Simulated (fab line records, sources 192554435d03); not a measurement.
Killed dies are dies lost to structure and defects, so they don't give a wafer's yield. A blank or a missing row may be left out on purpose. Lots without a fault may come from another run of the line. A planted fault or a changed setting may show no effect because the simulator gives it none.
Split-lot experiment | flow n5_finfet | 7 lots, 21 wafers read, on a route of 1938 steps

THE SPLIT
At N5_BEOL_M8_DESCUM_33 (chemistry O2, time 7 s), the setting time_s was moved away from the recipe's 7 s on 5 of the 21 wafers read, by +11.2% to +12.0%. The other wafers ran this setting at the recipe's value.

The reading is taken at the split's own step.

THE READING
CAR-EUV_of_BEOL_M8_COAT_22.thk_nm (the simulator's own value, which no gauge read), in nm, at N5_BEOL_M8_DESCUM_33 (chemistry O2, time 7 s). The file gives no usual value for it. The 16 wafers here that ran the recipe average 26.2 nm, standard deviation 0.078 nm.

wafer  | tool, chamber at the split | time_s as run, s | against the recipe | CAR-EUV_of_BEOL_M8_COAT_22.thk_nm, nm | against lot-mates on the recipe
L074.2 | rie_diel-02, 0,2           | 7                | recipe             | 26.2                                  | -
L074.5 | rie_diel-02, 0,2           | 7                | recipe             | 26.2                                  | -
L074.3 | rie_diel-02, 2             | 7                | recipe             | 26                                    | -
L081.3 | rie_diel-05, 2,0           | 7.811            | +11.6%             | 25.8                                  | -0.4
L081.4 | rie_diel-05, 2,0           | 7.811            | +11.6%             | 25.8                                  | -0.4
L081.5 | rie_diel-05, 3             | 7                | recipe             | 26.2                                  | -
L084.1 | rie_diel-04, 0,2,2         | 7                | recipe             | 26.2                                  | -
L084.4 | rie_diel-04, 0,2,2         | 7                | recipe             | 26.2                                  | -
L084.6 | rie_diel-04, 0,2,2         | 7                | recipe             | 26.2                                  | -
L092.1 | rie_diel-05, 1,0           | 7                | recipe             | 26.2                                  | -
L092.4 | rie_diel-05, 1,0           | 7                | recipe             | 26.2                                  | -
L092.3 | rie_diel-05, 0             | 7.81             | +11.6%             | 25.8                                  | -0.4
L088.2 | rie_diel-05, 3             | 7                | recipe             | 26.2                                  | -
L088.5 | rie_diel-05, 3             | 7                | recipe             | 26.2                                  | -
L088.6 | rie_diel-05, 1             | 7.838            | +12.0%             | 25.8                                  | -0.4
L089.2 | rie_diel-05, 3,0           | 7                | recipe             | 26                                    | -
L089.6 | rie_diel-05, 3,0           | 7                | recipe             | 26                                    | -
L089.5 | rie_diel-05, 3             | 7.781            | +11.2%             | 25.6                                  | -0.4
L093.1 | rie_diel-04, 1,1,0         | 7                | recipe             | 26.2                                  | -
L093.5 | rie_diel-04, 1,1,0         | 7                | recipe             | 26.2                                  | -
L093.6 | rie_diel-04, 1,1,0         | 7                | recipe             | 26.2                                  | -
Where a row lists several chambers, the file gives one row for several wafers and doesn't say which wafer went through which chamber.

THE FIT
A straight line over all 21 wafers: CAR-EUV_of_BEOL_M8_COAT_22.thk_nm changes by -0.0346 nm for each +1% of time_s; r = -0.90; the points scatter about the line by 0.085 nm.
The same after taking each lot's own level away (the mean of its wafers on the recipe; 21 wafers): -0.0345 nm for each +1%; r = -0.98; scatter 0.038 nm.
On that fit, the largest move of time_s shifts the reading by 0.41 nm.
The lots' own levels span 26.00 to 26.20 nm, that is 2.6 times the standard deviation above.
So the lot-to-lot level changes the slope little: the two slopes agree.
Check: with one of the wafers moved furthest among these (+12.0%) left out of the fit, the line predicts -0.417 nm for it against its lot-mates. It came out at -0.4 nm against them.

OTHER SPLITS ON THESE WAFERS
These wafers also went through other splits before the reading. Each is held against what the fit with the lots' levels taken away leaves over:
other split on the same wafers  | wafers away from the commonest value | r with CAR-EUV_of_BEOL_M8_COAT_22.thk_nm (lot level and that fit taken away)
N5_BEOL_M5_ETCH_41 source_w     | 8                                    | +0.00
N5_BEOL_M7_ILD_DEP_00 time_s    | 7                                    | -0.02
N5_BEOL_M7_VIA_ETCH_34 source_w | 4                                    | +0.04
N5_BEOL_M7_ETCH_41 bias_w       | 8                                    | +0.00

THE FILE'S OWN FIT
CAR-EUV_of_BEOL_M8_COAT_22.thk_nm changes by -0.0345 nm for each +1% of time_s, r = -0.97.
